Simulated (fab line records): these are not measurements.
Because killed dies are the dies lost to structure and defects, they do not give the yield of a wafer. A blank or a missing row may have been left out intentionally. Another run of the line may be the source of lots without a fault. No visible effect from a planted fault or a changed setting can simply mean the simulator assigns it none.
A struck lot beside a sound one	flow n5_finfet	19 steps out of a route of 1938
Sound: these wafers, L263.3, L263.4, L263.5. Struck: wafers L267.1, L267.2, L267.6. Last of all comes the cause.
Order at every step that has rows: each side's tool, ch and its chambers, its first start. Under that, the readings that differ: sound wafers	struck wafers	difference of the means	sigmas: that difference in standard deviations of wafers without a fault.
alike: readings with means less than 2 such deviations apart, plus words and numbers identical on both sides. not compared: withheld readings, readings lacking a value on some wafer, bounds such as >300 that could conceal the same value, and numbers that have no deviation in the record and whose values overlap.
Wherever a step has rows on one side only, a row that says differs or no value, or a row with sigmas, the two part there. When numbers do not overlap yet have no deviation, they are printed without sigmas and do not part them. A reading that every wafer of one side lacks parts them only if that side has two wafers or more.

first, 1 step without rows for these wafers: N5_BEOL_M15_DESCUM_33 (chemistry O2, time 7.9 s).
N5_BEOL_M15_ETCH_61: etches BARC in N2/H2, target depth 89 nm, overetch 26.7 nm, time 67.9 s.
  sound on rie_diel-04 ch 0,2,3, day 15 10:02; struck on rie_diel-04 ch 1,2,3, day 16 11:52
  alike: drypump_motor_current_A, oes_product_au, rf_vpp_V, showerhead_plenum_p_Torr, throttle_valve_pct
  not compared: rf_hours_counter_h
N5_BEOL_M15_TRENCH_ETCH_34: etches SiO2 in C4F8/O2/Ar, target depth 872.93 nm, time 199 s.
  sound on rie_diel-04 ch 0,2,3, day 15 10:05; struck on rie_diel-04 ch 1,2,3, day 16 11:55
  alike: O2_flow_sccm, drypump_motor_current_A, oes_f_703_au, oes_product_au, rf_vpp_V, showerhead_plenum_p_Torr, throttle_valve_pct
  not compared: rf_hours_counter_h
N5_BEOL_M15_STRIP_36: strips in O2.
  sound on rie_diel-01 ch 0,2, day 15 10:21; struck on rie_diel-01 ch 0,2,3, day 16 13:46
  alike: drypump_motor_current_A, oes_product_au, rf_vpp_V, showerhead_plenum_p_Torr, throttle_valve_pct
  not compared: rf_hours_counter_h
then, 1 step without rows for these wafers: N5_BEOL_M15_STRIP_62 (strips in O2).
N5_BEOL_M15_STRIP_37: strips in O2.
  sound on rie_diel-01 ch 0,2; struck on rie_diel-01 ch 0,2,3
  alike: drypump_motor_current_A, oes_product_au, rf_vpp_V, showerhead_plenum_p_Torr, throttle_valve_pct
  not compared: rf_hours_counter_h
N5_BEOL_M15_ETCH_38: etches SiCN in CF4/N2, target depth 106.4 nm, time 120.5 s.
  sound on rie_diel-01 ch 0,2; struck on rie_diel-01 ch 0,2,3
  alike: drypump_motor_current_A, oes_product_au, rf_vpp_V, showerhead_plenum_p_Torr, throttle_valve_pct
  not compared: rf_hours_counter_h
then, 4 steps without rows for these wafers: N5_BEOL_M15_PRECLEAN_39 (cleans in residue remover, time 60 s); N5_BEOL_M15_SRD_40 (time 30 s, dry time 30 s); N5_BEOL_M15_DEGAS_41 (time 60 s); N5_BEOL_M15_PRE_CLEAN_42 (time 30 s).
N5_BEOL_M15_SPUTTER_43: material TaN, target thk 15 nm, time 24.19 s.
  sound on pvd_sputter-01, day 15 10:46; struck on pvd_sputter-01, day 16 14:39
reading	sound	struck	difference	sigmas
model.TaN_of_BEOL_M15_SPUTTER_43.thk_nm (nm)	15 15.2 15.2	29 28.8 29	+14	
  alike: throttle_valve_pct
then, 4 steps without rows for these wafers: N5_BEOL_M15_SPUTTER_44 (material Ta, target thk 15 nm, time 24.19 s); N5_BEOL_M15_SPUTTER_45 (material Cu, target thk 100 nm, time 16.67 s); N5_BEOL_M15_ECD_47 (material Cu, target thk 1860 nm); N5_BEOL_M15_ANNEAL_48 (time 90 s).
N5_BEOL_M15_CMP_49: polishes, stops on SiO2, t overpolish 4.9 s, target thk 850 nm.
  sound on cmp-02 ch 0,1,2, day 15 11:50; struck on cmp-03 ch 1,2,3, day 16 15:32
reading	sound	struck	difference	sigmas
barrier_field_endpoint_s (s)	11.55 11.74 11.58	16.73 16.31 16.99	+5.05	+19
  alike: motor_current_A
N5_BEOL_M15_THK_MEAS_50: measures by xrf.
  sound on film_metro-02, day 15 12:05; struck on film_metro-01, day 16 15:46
  alike: M15_THK
N5_PASSIVATION_PROBE_49:
  rows exist in the record for the struck wafers here (prober-02, day 17 05:38), but not for the sound ones

WHERE THEY PART
At N5_BEOL_M15_CMP_49 first; at N5_PASSIVATION_PROBE_49 last (within this record only).

WHY: what the simulator had put in
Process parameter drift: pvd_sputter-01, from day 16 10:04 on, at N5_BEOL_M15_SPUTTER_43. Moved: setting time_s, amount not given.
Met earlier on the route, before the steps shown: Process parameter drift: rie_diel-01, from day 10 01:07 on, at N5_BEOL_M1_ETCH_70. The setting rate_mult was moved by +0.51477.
